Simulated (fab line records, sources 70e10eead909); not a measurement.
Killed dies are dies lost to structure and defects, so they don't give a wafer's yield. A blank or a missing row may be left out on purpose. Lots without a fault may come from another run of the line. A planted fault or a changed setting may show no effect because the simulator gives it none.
Which tool did it? | flow nand_harc | 11 lots, 33 wafers sampled, at 1 step of a route of 1302

WHAT THE GAUGES READ, wafer by wafer
NHARC_THIN_TSV_CD_MEAS_12: target cd 1000 nm.
lot  | measured     | on        | cd_nm (nm)
L461 | day 23 21:42 | cd_sem-02 | 1003.2 1002.2 999.4
L464 | day 24 13:53 | cd_sem-03 | 1002.7 1002.7 999.5
L460 | day 24 16:08 | cd_sem-02 | 997.8 1000.0 999.2
L465 | day 25 17:13 | cd_sem-03 | 998.8 1000.9 998.8
L469 | day 27 00:08 | cd_sem-01 | 1000.5 995.8 997.6
L470 | day 28 22:17 | cd_sem-01 | 1001.0 1000.6 1001.3
L474 | day 30 02:10 | cd_sem-01 | 1002.8 1003.9 1003.4
L477 | day 30 12:56 | cd_sem-03 | 1000.1 1002.0 1002.9
L478 | day 31 12:35 | cd_sem-03 | 999.0 1000.1 1000.2
L482 | day 32 21:42 | cd_sem-02 | 997.2 998.2 998.9
L483 | day 33 18:55 | cd_sem-03 | 998.5 998.2 997.7

WHICH TOOL RAN EACH LOT (tool, then ch and the chambers of the sampled wafers, then the start)
The record holds no process step before these readings.

THE ANSWER, worked out from the rows above alone
Rule: what is usual is taken from the lots themselves. Put in order of their means at a reading, lots are off if they are a third of the lots or fewer, leave a main group of 4 or more, and stand apart from it by a gap of 3 or more times the standard deviation of the main group's means; of several such gaps the widest counts. A main group whose means are all the same, to the digits that the tables above print for the reading, isn't used. A lot without any number at a reading at which 4 lots or more have one is off too. The other lots that the step has rows for count as sound.
No lot is off at any reading shown: from this, nothing can be told.

WHAT THE SIMULATOR HAD PUT IN
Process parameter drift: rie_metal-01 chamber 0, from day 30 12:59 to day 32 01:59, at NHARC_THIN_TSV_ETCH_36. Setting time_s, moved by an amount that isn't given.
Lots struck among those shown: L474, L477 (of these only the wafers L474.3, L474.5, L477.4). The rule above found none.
